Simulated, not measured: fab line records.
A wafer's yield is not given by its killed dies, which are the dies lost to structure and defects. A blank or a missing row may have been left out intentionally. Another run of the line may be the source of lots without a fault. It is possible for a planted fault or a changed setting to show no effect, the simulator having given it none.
Chamber matching    flow nand harc    NHARC_THIN_TSV_CMP_21 on cmp-01 has 3 sister chambers
The step polishes, t overpolish 30 s, target thk 2000 nm. 6 wafers are shown with their chamber, then 7 later ones without.

## WAFERS WITH THEIR CHAMBER
wafer   chamber  motor current A (A)  overpolish run s (s)
L136.5  0        10.9                 30.013
L134.1  3        14.4                 30.015
L134.2  2        12.4                 30.013
L134.5  3        13.0                 30.005
L137.1  2        11.7                 30.004
L137.4  0        11.6                 30.003

## WAFERS WITH NO CHAMBER GIVEN
wafer   motor current A (A)  overpolish run s (s)
L137.6  14.0                 29.999
L149.1  11.8                 29.998
L149.3  11.0                 30.005
L149.5  13.3                 30.001
L153.2  11.0                 29.999
L153.4  11.6                 29.998
L153.5  14.1                 29.988

## WHICH CHAMBER EACH ONE RAN IN
wafer   from the rows above           in truth
L137.6  can't be placed: 3 or 2       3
L149.1  can't be placed: 2 or 0 or 3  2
L149.3  can't be placed: 0 or 2       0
L149.5  can't be placed: 3 or 2 or 0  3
L153.2  can't be placed: 0 or 2       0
L153.4  can't be placed: 0 or 2 or 3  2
L153.5  can't be placed: 3 or 2 or 0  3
Correctly placed: 0 of 7. From these rows, 7 cannot be placed; in 7 the true chamber is one of the candidates. Placed wrongly: 0.
How it was worked out, from the rows above alone: a wafer's distance from a chamber is the root of the sum, over the readings, of the square of ((its reading less the chamber's mean) divided by the reading's scatter). The wafer belongs to the nearest chamber; if the next one is less than 2 further off, it can't be placed. For every chamber, the mean is computed from those of its wafers that are shown. How the scatter is found: for the shown wafers, subtract from each reading the mean of its chamber, square and add these, divide the total by (wafers less chambers), then take the root.
